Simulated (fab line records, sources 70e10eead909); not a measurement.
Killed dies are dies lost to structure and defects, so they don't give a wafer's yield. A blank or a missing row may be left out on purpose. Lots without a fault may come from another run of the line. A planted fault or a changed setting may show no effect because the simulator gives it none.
Problem report in the 8D (eight disciplines) form, filled by code | flow nand_harc | the parts of the form that need people (team, actions taken, sign-off) are left out

1. THE PROBLEM
cd_nm at NHARC_P_GATE_CD_MEAS_26 reads a mean of 124.2 nm on 6 wafers of 2 lots; wafers without a fault read 119.8 nm with a standard deviation of 0.6. That is +7.3 standard deviations from the usual mean.
The step: target cd 120 nm.
First seen on wafer L119.1, day 7 07:01, on cd_sem-01. The record holds 39 wafers of 13 lots with a number at this step. Rule for "out", or "out of limits": more than 4 standard deviations from the usual mean. The other wafers with a number count as sound.

2. WHAT IT IS AND WHAT IT IS NOT
question                    | is                     | is not
which readings at this step | cd_nm                  | -
which lots                  | L119, L126             | L109, L110, L111, L112, L113, L114, L115, L129, L130, L131, L132
which wafers of those lots  | all that have a number | -
read on which gauges        | cd_sem-01, cd_sem-03   | cd_sem-02
when                        | from day 7 07:01       | up to then (21 sound wafers); but 12 sound wafers of L129, L130, L131, L132 came after

3. SUSPECTS, AND WHAT RULES EACH OUT
Counting: a tool at a process step up to the reading stays a suspect if it ran every lot that is out and no sound lot after the first of them.
- the gauge at NHARC_P_GATE_CD_MEAS_26: ruled out. The wafers that are out were read on 2 gauges (cd_sem-01, cd_sem-03).
- pecvd-03 at NHARC_P_GATE_DEP_103 (deposits SiON, target thk 30 nm): ruled out as a lasting fault. Sound lots L130, L131 ran on it after its first lot that is out, L119 (day 7 06:20).
- litho_track-01 at NHARC_P_GATE_PEB_24 (peb time 65 s): kept. It ran every lot that is out, first L119 (day 7 06:56), and no sound lot after that. Its own readings are out on those wafers: heater_power_total_W.
Left after counting: litho_track-01 at NHARC_P_GATE_PEB_24.

4. THE CAUSE (what the simulator had put in)
Process parameter drift: litho_track-01, from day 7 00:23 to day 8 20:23, at NHARC_P_GATE_PEB_24. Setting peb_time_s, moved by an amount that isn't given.
Counting left only this tool.

5. THE CHAIN OF EFFECTS, in route order
Each row: a reading whose mean over the struck wafers that have a number lies more than 3 standard deviations from the usual. Only readings for which the record gives a usual standard deviation are gone through. hours: the time from each lot's start at the first step in this table that gives one to its start at this step, as a median over the lots. sigmas: the change in usual standard deviations.
hours | step                    | reading              | usual    | on struck wafers | change | sigmas
0     | NHARC_P_GATE_PEB_24     | heater_power_total_W | 156.6 W  | 165.2            | +8.6   | +21
0     | NHARC_P_GATE_CD_MEAS_26 | cd_nm                | 119.8 nm | 124.2            | +4.4   | +7.3
The process steps in it:
- NHARC_P_GATE_PEB_24: peb time 65 s.

6. WHAT WOULD HAVE CAUGHT IT SOONER
In this record the first reading out of limits at a measuring or inspecting step was taken at day 7 07:01, 7 hours after the fault began at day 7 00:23.
The tool's own readings at NHARC_P_GATE_PEB_24 were out on every struck wafer that the step has a row for (heater_power_total_W): an alarm limit on them would have fired on the first of those.
Of the lots that are out (2), L126 began NHARC_P_GATE_PEB_24 on litho_track-01 after day 7 07:01. A hold on the tool at that time would have spared it.
